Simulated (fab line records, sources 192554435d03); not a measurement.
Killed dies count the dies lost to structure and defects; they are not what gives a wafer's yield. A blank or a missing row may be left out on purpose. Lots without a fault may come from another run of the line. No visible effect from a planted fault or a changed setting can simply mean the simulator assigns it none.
8D (eight disciplines) problem report, filled in by code :: flow n5-finfet :: the parts of the form that need people (team, actions taken, sign-off) are left out

1. WHAT WENT WRONG
exposure-dose-mJ-cm2 at N5_BEOL_M1_EXPOSE_08 reads a mean of 32.42 on 6 wafers of 2 lots; wafers without a fault read 32.95 with a standard deviation of 0.044. Relative to the usual mean, that is a shift of -12 standard deviations.
The step: exposes mask M1.
First seen on wafer L197.2, day 9 20:23, on euv-scanner-01. The record holds 12 wafers of 4 lots with a number at this step. Rule for "out" (also "out of limits"): further than 4 standard deviations from the usual mean. The rest of the wafers with a number are treated as sound.

2. WHAT IT IS, WHAT IT ISN'T
question: which readings at this step
is: exposure-dose-mJ-cm2
is not: -

question: which lots
is: L197, L198
is not: L187, L201

question: which wafers of those lots
is: all that have a number
is not: -

question: read on which tools
is: euv-scanner-01
is not: euv-scanner-02

question: when
is: from day 9 20:23
is not: up to then (3 sound wafers); but 3 sound wafers of L201 came after

3. WHAT RULES OUT EACH SUSPECT
Counting: a tool at any process step up to the reading remains a suspect when it ran all the lots that are out and ran no sound lot after the first of those.
- euv-scanner-01 at N5_BEOL_M1_EXPOSE_08 (exposes mask M1): kept. It processed each lot that is out, first L197 at day 9 20:23, and no sound lot thereafter; up to then, the last sound lot it processed was L187 at day 7 06:48. Its own readings are out on those wafers: exposure-dose-mJ-cm2.
Remaining after the count: euv-scanner-01 at N5_BEOL_M1_EXPOSE_08.

4. THE CAUSE (what the simulator had put in)
Process parameters drifting: euv-scanner-01 at N5_BEOL_M1_EXPOSE_08, beginning at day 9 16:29. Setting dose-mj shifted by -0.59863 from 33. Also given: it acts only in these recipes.
The count eliminated every tool but this one.

5. SEQUENCE OF EFFECTS, ordered by route
One row per reading whose mean, taken over the struck wafers that have a number, lies over 3 standard deviations from the usual. Readings are gone through only where the record gives a usual standard deviation; hours: the median, over the lots, of the time from a lot's start at the first step in this table giving one to that lot's start at this step; sigmas: the change measured in usual standard deviations.
hours: 0
step: N5_BEOL_M1_EXPOSE_08
reading: exposure-dose-mJ-cm2
usual: 32.95
on struck wafers: 32.42
change: -0.53
sigmas: -12
Process steps it contains:
- N5_BEOL_M1_EXPOSE_08: exposes mask M1.
At these later measuring or inspecting steps, every struck wafer for which the step has a row has a number for every such reading, and none has moved that far: N5_BEOL_M4_RC_MEAS_101.

6. WHAT WOULD HAVE CAUGHT IT SOONER
In this record no reading fell out of limits until day 9 20:23, 4 hours after the fault had begun at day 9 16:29.
